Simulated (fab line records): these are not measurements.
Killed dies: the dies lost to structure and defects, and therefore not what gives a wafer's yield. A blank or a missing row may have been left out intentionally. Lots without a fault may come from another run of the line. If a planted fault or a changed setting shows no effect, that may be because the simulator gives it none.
Which tool did it? || flow n5 finfet || Sampling: 9 lots, 27 wafers, 6 of 1938 route steps

== WHAT EACH GAUGE READ, for each wafer ==
N5_FIN_CUT_INSPECT_17: inspects for defects (brightfield).
{"lot": "L242", "measured": "day 3 05:05", "on": "defect inspect-01", "raw defect count": "252 215 227"}
{"lot": "L249", "measured": "day 5 07:04", "on": "defect inspect-02", "raw defect count": "158 173 160"}
{"lot": "L253", "measured": "day 5 21:42", "on": "defect inspect-02", "raw defect count": "2599 2642 2680"}
{"lot": "L254", "measured": "day 6 03:16", "on": "defect inspect-02", "raw defect count": "2521 2513 2559"}
{"lot": "L255", "measured": "day 6 09:39", "on": "defect inspect-01", "raw defect count": "2611 2569 2641"}
{"lot": "L256", "measured": "day 6 16:25", "on": "defect inspect-01", "raw defect count": "265 223 295"}
{"lot": "L257", "measured": "day 6 22:47", "on": "defect inspect-02", "raw defect count": "265 118 102"}
{"lot": "L260", "measured": "day 7 15:34", "on": "defect inspect-02", "raw defect count": "200 206 220"}
{"lot": "L261", "measured": "day 7 21:02", "on": "defect inspect-01", "raw defect count": "301 197 288"}

N5_BEOL_M4_RC_MEAS_101.
{"lot": "L242", "measured": "day 8 22:14", "on": "prober-01", "DIBL_N (mV/V)": "34.4 32.4 35.2", "DIBL_P (mV/V)": "35.5 31.9 36.7", "IOFF_N (nA/um)": "0.13 0.10 0.15", "IOFF_P (nA/um)": "0.21 0.16 0.22", "ION_N (uA/um)": "640 650 673", "ION_P (uA/um)": "448 450 462", "SS_N (mV/dec)": "71.0 69.9 70.7", "SS_P (mV/dec)": "73.1 72.2 72.9", "VT_N (mV)": "254 256 248", "VT_P (mV)": "-250 -253 -248"}
{"lot": "L249", "measured": "day 10 15:40", "on": "prober-01", "DIBL_N (mV/V)": "33.7 37.2 32.1", "DIBL_P (mV/V)": "33.7 38.4 33.1", "IOFF_N (nA/um)": "0.13 0.19 0.12", "IOFF_P (nA/um)": "0.16 0.22 0.15", "ION_N (uA/um)": "653 676 669", "ION_P (uA/um)": "448 457 455", "SS_N (mV/dec)": "72.3 72.1 70.9", "SS_P (mV/dec)": "72.8 73.9 72.4", "VT_N (mV)": "253 248 254", "VT_P (mV)": "-254 -250 -255"}
{"lot": "L256", "measured": "day 13 02:29", "on": "prober-01", "DIBL_N (mV/V)": "37.0 35.0 35.4", "DIBL_P (mV/V)": "39.0 34.6 36.6", "IOFF_N (nA/um)": "0.17 0.12 0.13", "IOFF_P (nA/um)": "0.27 0.20 0.22", "ION_N (uA/um)": "674 654 661", "ION_P (uA/um)": "469 461 467", "SS_N (mV/dec)": "71.6 71.4 71.2", "SS_P (mV/dec)": "73.9 72.7 73.8", "VT_N (mV)": "252 254 253", "VT_P (mV)": "-246 -250 -247"}
{"lot": "L257", "measured": "day 12 15:27", "on": "prober-02", "DIBL_N (mV/V)": "39.0 34.5 33.6", "DIBL_P (mV/V)": "40.1 34.5 33.7", "IOFF_N (nA/um)": "0.21 0.12 0.11", "IOFF_P (nA/um)": "0.25 0.16 0.15", "ION_N (uA/um)": "684 657 654", "ION_P (uA/um)": "464 454 450", "SS_N (mV/dec)": "72.2 71.0 71.1", "SS_P (mV/dec)": "73.8 72.7 72.6", "VT_N (mV)": "248 255 255", "VT_P (mV)": "-249 -255 -254"}
{"lot": "L260", "measured": "day 13 16:30", "on": "prober-01", "DIBL_N (mV/V)": "36.7 37.6 35.3", "DIBL_P (mV/V)": "36.9 36.4 34.9", "IOFF_N (nA/um)": "0.18 0.17 0.13", "IOFF_P (nA/um)": "0.19 0.18 0.17", "ION_N (uA/um)": "676 668 651", "ION_P (uA/um)": "455 445 452", "SS_N (mV/dec)": "71.4 71.6 70.8", "SS_P (mV/dec)": "74.0 73.9 72.3", "VT_N (mV)": "246 247 251", "VT_P (mV)": "-254 -255 -256"}
{"lot": "L261", "measured": "day 14 01:40", "on": "prober-01", "DIBL_N (mV/V)": "36.2 37.2 38.3", "DIBL_P (mV/V)": "36.3 37.4 38.5", "IOFF_N (nA/um)": "0.15 0.18 0.20", "IOFF_P (nA/um)": "0.22 0.22 0.26", "ION_N (uA/um)": "688 674 703", "ION_P (uA/um)": "473 459 484", "SS_N (mV/dec)": "71.5 72.4 71.7", "SS_P (mV/dec)": "73.5 74.0 73.7", "VT_N (mV)": "248 249 243", "VT_P (mV)": "-250 -252 -248"}

== TOOL THAT RAN EACH LOT (tool first, then ch and the chambers of the sampled wafers, then the start) ==
{"lot": "L242", "N5_FIN_CUT_ETCH_30": "rie diel-01 ch 2,3, day 3 04:09", "N5_FIN_CUT_STRIP_22": "rie diel-01 ch 0,2,3, day 3 04:56", "N5_STI_FIN_REVEAL_ALD_00": "ald sin-04 ch 2,3, day 3 05:20", "N5_STI_FIN_REVEAL_CMP_04": "cmp-01 ch 0,3, day 3 10:26"}
{"lot": "L249", "N5_FIN_CUT_ETCH_30": "rie diel-03 ch 0,1,2, day 5 06:11", "N5_FIN_CUT_STRIP_22": "rie diel-03 ch 0,2,3, day 5 06:54", "N5_STI_FIN_REVEAL_ALD_00": "ald sin-04 ch 0,1,2, day 5 07:05", "N5_STI_FIN_REVEAL_CMP_04": "cmp-02 ch 2,3, day 5 12:11"}
{"lot": "L253", "N5_FIN_CUT_ETCH_30": "rie diel-03 ch 0,2,3, day 5 20:38", "N5_FIN_CUT_STRIP_22": "rie diel-01 ch 1,2,3, day 5 21:32", "N5_STI_FIN_REVEAL_ALD_00": "-", "N5_STI_FIN_REVEAL_CMP_04": "-"}
{"lot": "L254", "N5_FIN_CUT_ETCH_30": "rie diel-01 ch 1,3, day 6 02:23", "N5_FIN_CUT_STRIP_22": "rie diel-03 ch 0,1,2, day 6 03:06", "N5_STI_FIN_REVEAL_ALD_00": "-", "N5_STI_FIN_REVEAL_CMP_04": "-"}
{"lot": "L255", "N5_FIN_CUT_ETCH_30": "rie diel-01 ch 0,1,3, day 6 08:42", "N5_FIN_CUT_STRIP_22": "rie diel-06 ch 2,3, day 6 09:25", "N5_STI_FIN_REVEAL_ALD_00": "-", "N5_STI_FIN_REVEAL_CMP_04": "-"}
{"lot": "L256", "N5_FIN_CUT_ETCH_30": "rie diel-03 ch 1,2, day 6 15:32", "N5_FIN_CUT_STRIP_22": "rie diel-01 ch 0,2,3, day 6 16:16", "N5_STI_FIN_REVEAL_ALD_00": "ald sin-03 ch 2,3, day 6 16:28", "N5_STI_FIN_REVEAL_CMP_04": "cmp-04 ch 2,3, day 6 21:34"}
{"lot": "L257", "N5_FIN_CUT_ETCH_30": "rie diel-06 ch 2,3, day 6 21:52", "N5_FIN_CUT_STRIP_22": "rie diel-06 ch 1,2,3, day 6 22:37", "N5_STI_FIN_REVEAL_ALD_00": "ald sin-02 ch 0,3, day 6 23:11", "N5_STI_FIN_REVEAL_CMP_04": "cmp-02 ch 2,3, day 7 04:19"}
{"lot": "L260", "N5_FIN_CUT_ETCH_30": "rie diel-06 ch 0,2,3, day 7 14:29", "N5_FIN_CUT_STRIP_22": "rie diel-03 ch 0,2,3, day 7 15:25", "N5_STI_FIN_REVEAL_ALD_00": "ald sin-04 ch 0,2, day 7 15:52", "N5_STI_FIN_REVEAL_CMP_04": "cmp-01 ch 1,3, day 7 20:57"}
{"lot": "L261", "N5_FIN_CUT_ETCH_30": "rie diel-01 ch 0,1,3, day 7 20:10", "N5_FIN_CUT_STRIP_22": "rie diel-03 ch 2,3, day 7 20:53", "N5_STI_FIN_REVEAL_ALD_00": "ald sin-03 ch 0,1,2, day 7 21:05", "N5_STI_FIN_REVEAL_CMP_04": "cmp-04 ch 0,1,3, day 8 02:13"}
- N5_FIN_CUT_ETCH_30: etches underlayer in N2/H2, target depth 13 nm, time 10.4 s.
- N5_FIN_CUT_STRIP_22: strips in N2/H2.
- N5_STI_FIN_REVEAL_ALD_00: deposits SiO2, target thk 1 nm, pulse time 1 s.
- N5_STI_FIN_REVEAL_CMP_04: polishes, stops on Si3N4, t overpolish 4 s, target thk 131.83 nm.

== WHAT THE TOOLS THEMSELVES READ (means of the sampled wafers that have a number; where no wafer has one, the mark that the record gives instead) ==
N5_FIN_CUT_ETCH_30.
{"lot": "L242", "tool": "rie diel-01", "bias w (W)": 150.0, "drypump motor current A (A)": 5.4, "etch rf on time s (s)": 10.36, "oes product au (a.u.)": 0.67, "rf vpp V (V)": 525.4, "showerhead plenum p Torr (Torr)": 2.62, "throttle valve pct (%)": 18.28}
{"lot": "L249", "tool": "rie diel-03", "bias w (W)": 150.0, "drypump motor current A (A)": 6.3, "etch rf on time s (s)": 10.57, "oes product au (a.u.)": 0.62, "rf vpp V (V)": 524.0, "showerhead plenum p Torr (Torr)": 2.57, "throttle valve pct (%)": 18.04}
{"lot": "L253", "tool": "rie diel-03", "bias w (W)": 149.8, "drypump motor current A (A)": 5.9, "etch rf on time s (s)": 10.37, "oes product au (a.u.)": 0.65, "rf vpp V (V)": 525.0, "showerhead plenum p Torr (Torr)": 2.59, "throttle valve pct (%)": 17.91}
{"lot": "L254", "tool": "rie diel-01", "bias w (W)": 149.5, "drypump motor current A (A)": 5.5, "etch rf on time s (s)": 10.17, "oes product au (a.u.)": 0.63, "rf vpp V (V)": 525.3, "showerhead plenum p Torr (Torr)": 2.59, "throttle valve pct (%)": 18.24}
{"lot": "L255", "tool": "rie diel-01", "bias w (W)": 149.9, "drypump motor current A (A)": 5.5, "etch rf on time s (s)": 10.43, "oes product au (a.u.)": 0.63, "rf vpp V (V)": 524.6, "showerhead plenum p Torr (Torr)": 2.57, "throttle valve pct (%)": 18.24}
{"lot": "L256", "tool": "rie diel-03", "bias w (W)": 149.9, "drypump motor current A (A)": 6.6, "etch rf on time s (s)": 10.50, "oes product au (a.u.)": 0.60, "rf vpp V (V)": 522.5, "showerhead plenum p Torr (Torr)": 2.48, "throttle valve pct (%)": 18.02}
{"lot": "L257", "tool": "rie diel-06", "bias w (W)": 149.6, "drypump motor current A (A)": 5.8, "etch rf on time s (s)": 9.94, "oes product au (a.u.)": 0.66, "rf vpp V (V)": 520.1, "showerhead plenum p Torr (Torr)": 2.40, "throttle valve pct (%)": 17.86}
{"lot": "L260", "tool": "rie diel-06", "bias w (W)": 149.8, "drypump motor current A (A)": 6.0, "etch rf on time s (s)": 9.99, "oes product au (a.u.)": 0.65, "rf vpp V (V)": 520.4, "showerhead plenum p Torr (Torr)": 2.42, "throttle valve pct (%)": 17.83}
{"lot": "L261", "tool": "rie diel-01", "bias w (W)": 150.1, "drypump motor current A (A)": 5.5, "etch rf on time s (s)": 10.33, "oes product au (a.u.)": 0.62, "rf vpp V (V)": 524.2, "showerhead plenum p Torr (Torr)": 2.56, "throttle valve pct (%)": 18.27}

N5_FIN_CUT_STRIP_22.
{"lot": "L242", "tool": "rie diel-01", "bias power w (W)": 7.996, "chamber pressure mTorr (mTorr)": 49.95, "drypump motor current A (A)": 5.5, "oes product au (a.u.)": 0.76, "rf vpp V (V)": 53.2, "showerhead plenum p Torr (Torr)": 3.43, "throttle valve pct (%)": 19.4}
{"lot": "L249", "tool": "rie diel-03", "bias power w (W)": 8.015, "chamber pressure mTorr (mTorr)": 50.11, "drypump motor current A (A)": 6.0, "oes product au (a.u.)": 0.77, "rf vpp V (V)": 54.9, "showerhead plenum p Torr (Torr)": 3.42, "throttle valve pct (%)": 18.9}
{"lot": "L253", "tool": "rie diel-01", "bias power w (W)": "-", "chamber pressure mTorr (mTorr)": "-", "drypump motor current A (A)": "-", "oes product au (a.u.)": "-", "rf vpp V (V)": "-", "showerhead plenum p Torr (Torr)": "-", "throttle valve pct (%)": "-"}
{"lot": "L254", "tool": "rie diel-03", "bias power w (W)": "-", "chamber pressure mTorr (mTorr)": "-", "drypump motor current A (A)": "-", "oes product au (a.u.)": "-", "rf vpp V (V)": "-", "showerhead plenum p Torr (Torr)": "-", "throttle valve pct (%)": "-"}
{"lot": "L255", "tool": "rie diel-06", "bias power w (W)": "-", "chamber pressure mTorr (mTorr)": "-", "drypump motor current A (A)": "-", "oes product au (a.u.)": "-", "rf vpp V (V)": "-", "showerhead plenum p Torr (Torr)": "-", "throttle valve pct (%)": "-"}
{"lot": "L256", "tool": "rie diel-01", "bias power w (W)": 7.985, "chamber pressure mTorr (mTorr)": 49.90, "drypump motor current A (A)": 5.4, "oes product au (a.u.)": 0.75, "rf vpp V (V)": 55.7, "showerhead plenum p Torr (Torr)": 3.42, "throttle valve pct (%)": 19.4}
{"lot": "L257", "tool": "rie diel-06", "bias power w (W)": 7.994, "chamber pressure mTorr (mTorr)": 50.03, "drypump motor current A (A)": 6.0, "oes product au (a.u.)": 0.81, "rf vpp V (V)": 52.1, "showerhead plenum p Torr (Torr)": 3.33, "throttle valve pct (%)": 19.1}
{"lot": "L260", "tool": "rie diel-03", "bias power w (W)": 7.990, "chamber pressure mTorr (mTorr)": 50.04, "drypump motor current A (A)": 5.9, "oes product au (a.u.)": 0.76, "rf vpp V (V)": 53.6, "showerhead plenum p Torr (Torr)": 3.41, "throttle valve pct (%)": 18.9}
{"lot": "L261", "tool": "rie diel-03", "bias power w (W)": 8.000, "chamber pressure mTorr (mTorr)": 50.05, "drypump motor current A (A)": 5.9, "oes product au (a.u.)": 0.77, "rf vpp V (V)": 53.3, "showerhead plenum p Torr (Torr)": 3.34, "throttle valve pct (%)": 18.7}

N5_STI_FIN_REVEAL_ALD_00.
{"lot": "L242", "tool": "ald sin-04", "heater power w (W)": 471, "precursor pulse height rel": 0.998}
{"lot": "L249", "tool": "ald sin-04", "heater power w (W)": 455, "precursor pulse height rel": 0.998}
{"lot": "L256", "tool": "ald sin-03", "heater power w (W)": 519, "precursor pulse height rel": 1.022}
{"lot": "L257", "tool": "ald sin-02", "heater power w (W)": 445, "precursor pulse height rel": 0.996}
{"lot": "L260", "tool": "ald sin-04", "heater power w (W)": 440, "precursor pulse height rel": 0.987}
{"lot": "L261", "tool": "ald sin-03", "heater power w (W)": 465, "precursor pulse height rel": 0.981}

N5_STI_FIN_REVEAL_CMP_04.
{"lot": "L242", "tool": "cmp-01", "edge zone pressure frac": 1.004, "motor current A (A)": 8.9, "overpolish run s (s)": 4.005, "time to endpoint s (s)": 108}
{"lot": "L249", "tool": "cmp-02", "edge zone pressure frac": 1.001, "motor current A (A)": 7.1, "overpolish run s (s)": 4.003, "time to endpoint s (s)": 113}
{"lot": "L256", "tool": "cmp-04", "edge zone pressure frac": 1.005, "motor current A (A)": 7.8, "overpolish run s (s)": 3.989, "time to endpoint s (s)": 98}
{"lot": "L257", "tool": "cmp-02", "edge zone pressure frac": 0.995, "motor current A (A)": 6.9, "overpolish run s (s)": 3.992, "time to endpoint s (s)": 105}
{"lot": "L260", "tool": "cmp-01", "edge zone pressure frac": 1.000, "motor current A (A)": 8.4, "overpolish run s (s)": 3.998, "time to endpoint s (s)": 109}
{"lot": "L261", "tool": "cmp-04", "edge zone pressure frac": 1.000, "motor current A (A)": 8.0, "overpolish run s (s)": 3.992, "time to endpoint s (s)": 100}

== THE ANSWER, worked out from the rows above alone ==
Rule: the lots themselves supply what counts as usual. Put in order of their means at a reading, lots are off if they are a third of the lots or fewer, leave a main group of 4 or more, and stand apart from it by a gap of 3 or more times the standard deviation of the main group's means; of several such gaps the widest counts. Not used: any main group whose means are identical at the precision the tables above print for the reading. Also off: a lot with no number at a reading for which 4 or more lots have one. The other lots that the step has rows for count as sound. The gauges are gone through in route order, then the tools' own readings, and for those a lot's mean is taken as printed above. At the first step where some lot is off, the reading lying furthest off is the one used; lots without a number count as furthest.
Off, at N5_FIN_CUT_INSPECT_17 on raw defect count: L253, L254, L255. Mean 215 and standard deviation 41 in the main group.
If a tool, at a process step before that reading, ran all the lots that are off and no sound lot after the first of them, it fits. Not tried: the gauges at N5_FIN_CUT_INSPECT_17; whatever is off there is also off at N5_FIN_CUT_STRIP_22, on other tools, and gauge error can't account for it. Not one of the candidates tried fits.

== WHAT THE SIMULATOR HAD PUT IN ==
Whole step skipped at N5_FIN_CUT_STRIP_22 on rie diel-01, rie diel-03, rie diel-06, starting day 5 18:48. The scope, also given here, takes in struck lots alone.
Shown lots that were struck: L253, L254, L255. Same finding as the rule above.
